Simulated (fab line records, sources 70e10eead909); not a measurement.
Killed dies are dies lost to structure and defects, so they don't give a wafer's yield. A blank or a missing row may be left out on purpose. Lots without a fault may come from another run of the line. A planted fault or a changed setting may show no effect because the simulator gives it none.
Chamber matching | flow nand_harc | NHARC_P_BONDPAD_DEP_00 on pecvd-02: 3 sister chambers
The step deposits SiCN, target thk 250 nm. 14 wafers are shown with their chamber, then 7 later ones without.

WAFERS WITH THEIR CHAMBER
wafer  | chamber | heater_power_w (W)
L619.1 | 0       | 653
L619.3 | 0       | 682
L619.6 | 2       | 518
L620.1 | 0       | 650
L620.2 | 2       | 558
L620.5 | 0       | 657
L624.3 | 1       | 532
L624.5 | 1       | 551
L624.6 | 2       | 553
L623.2 | 0       | 656
L623.4 | 1       | 479
L623.6 | 0       | 662
L627.2 | 2       | 576
L627.4 | 0       | 690

SIGNATURES (means of the wafers above)
reading        | chamber 0 | chamber 1 | chamber 2 | scatter within a chamber
heater_power_w | 664.29    | 520.67    | 551.25    | 23.3
Rule: a wafer's distance from a chamber is the root of the sum, over the readings, of the square of ((its reading less the chamber's mean) divided by the reading's scatter). The wafer belongs to the nearest chamber; if the next one is less than 2 further off, it can't be placed. The scatter: the root of (the sum of the squares of (reading less its chamber's mean) over the shown wafers, divided by (wafers less chambers)).

WAFERS WITHOUT THEIR CHAMBER
wafer  | heater_power_w (W)
L627.6 | 496
L628.1 | 529
L628.3 | 663
L628.4 | 571
L637.3 | 750
L637.5 | 541
L637.6 | 539

WHICH CHAMBER EACH WENT THROUGH
wafer  | from the rows above     | in truth
L627.6 | can't be placed: 1 or 2 | 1
L628.1 | can't be placed: 1 or 2 | 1
L628.3 | 0                       | 0
L628.4 | can't be placed: 2 or 1 | 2
L637.3 | 0                       | 0
L637.5 | can't be placed: 2 or 1 | 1
L637.6 | can't be placed: 2 or 1 | 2
Placed correctly: 2 of 7. Can't be placed from these rows: 5 (the true chamber is among the candidates in 5). Placed wrongly: 0.
